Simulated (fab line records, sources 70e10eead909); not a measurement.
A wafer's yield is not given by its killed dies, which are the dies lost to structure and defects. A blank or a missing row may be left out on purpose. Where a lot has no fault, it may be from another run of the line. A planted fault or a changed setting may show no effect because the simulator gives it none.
A lot that was struck, set against a sound lot    flow nand harc    14 out of 1159 route steps
Sound: wafers L564.2, L564.4, L564.6. Struck: wafer L567.2 (L567.3, L567.4, from the same lot, were not struck and are left out); the cause is given at the end.
At each step with rows: each side's tool, then ch and its chambers, then its first start. Under that, the readings that differ: sound wafers    struck wafers    difference of the means    sigmas: that difference in standard deviations of wafers without a fault.
alike: same words and numbers on both sides, and readings whose means sit less than 2 such deviations apart. not compared: any withheld reading, any reading some wafer has no value for, any bound like >300 that may hide the same value, and any number with overlapping values for which the record gives no deviation.
A row with sigmas, a row that says differs or no value, or rows on one side alone: a step with any of these is where the two part. Non-overlapping numbers with no deviation appear without sigmas and do not part them. Lack of a reading on every wafer of one side parts them only where that side has two or more wafers.

first, 5 steps without rows for these wafers: NHARC_A_STAIRCASE_EXPOSE_214 (exposes mask STAIR 3); NHARC_A_STAIRCASE_PEB_215 (peb time 130 s); NHARC_A_STAIRCASE_DEVELOP_216 (time 140 s); NHARC_A_STAIRCASE_HARDBAKE_218 (time 140 s); NHARC_A_STAIRCASE_DESCUM_219 (chemistry O2, time 3 s).
NHARC_A_STAIRCASE_TRIM_220: chemistry O2, time 211.2 s.
  sound on rie diel-04 ch 2,3, day 12 02:59; struck on rie diel-11 ch 3, day 12 17:32
reading                sound              struck  difference  sigmas
oes product au (a.u.)  0.990 0.991 0.996  1.015   +0.023      +3
  alike: drypump motor current A, rf vpp V, run length s, showerhead plenum p Torr, throttle valve pct
  not compared: rf hours counter h
NHARC_A_STAIRCASE_ETCH_221: etches the open film in C4F8/O2, target depth 100 nm, time 40.5 s.
  sound on rie diel-04 ch 0,2,3; struck on rie diel-11 ch 1
reading                sound              struck  difference  sigmas
oes product au (a.u.)  0.956 0.960 0.959  0.919   -0.039      -3
  alike: rf vpp V
  not compared: rf hours counter h
then, 1 step without rows for these wafers: NHARC_A_STAIRCASE_TRIM_222 (chemistry O2, time 211.2 s).
NHARC_A_STAIRCASE_ETCH_223: etches the open film in C4F8/O2, target depth 100 nm, time 40.5 s.
  sound on rie diel-04 ch 0,1; struck on rie diel-11 ch 0
  alike: oes product au, rf vpp V
  not compared: rf hours counter h
NHARC_A_STAIRCASE_TRIM_224: chemistry O2, time 211.2 s.
  sound on rie diel-04 ch 1,2,3; struck on rie diel-11 ch 1
reading                sound              struck  difference  sigmas
oes product au (a.u.)  0.992 0.992 0.994  1.010   +0.017      +2
  alike: drypump motor current A, rf vpp V, run length s, showerhead plenum p Torr, throttle valve pct
  not compared: rf hours counter h
NHARC_A_STAIRCASE_ETCH_225: etches the open film in C4F8/O2, target depth 100 nm, time 40.5 s.
  sound on rie diel-04 ch 0,2; struck on rie diel-11 ch 0
  alike: oes product au, rf vpp V
  not compared: rf hours counter h
NHARC_A_STAIRCASE_TRIM_226: chemistry O2, time 211.2 s.
  sound on rie diel-04 ch 1,3, day 12 03:41; struck on rie diel-11 ch 0, day 12 18:32
reading           sound              struck  difference  sigmas
run length s (s)  232.8 232.9 233.2  149.0   -84.0       -99 or more
  alike: drypump motor current A, oes product au, rf vpp V, showerhead plenum p Torr, throttle valve pct
  not compared: rf hours counter h
then, 1 step without rows for these wafers: NHARC_A_STAIRCASE_ETCH_227 (etches the open film in C4F8/O2, target depth 100 nm, time 40.5 s).
-- record jumps: 8 days between struck wafers' starts before vs after; left off in module A_STAIRCASE, resumes in module END, first step shown is number 1159 of the route --
NHARC_END_SORT_01:
  the record has rows for the struck wafers here (prober-01 ch 0, day 21 05:36) and none for the sound ones

WHERE THEY PART
Earliest at NHARC_A_STAIRCASE_TRIM_220; latest, in this record, at NHARC_END_SORT_01.

WHY: what the simulator had put in
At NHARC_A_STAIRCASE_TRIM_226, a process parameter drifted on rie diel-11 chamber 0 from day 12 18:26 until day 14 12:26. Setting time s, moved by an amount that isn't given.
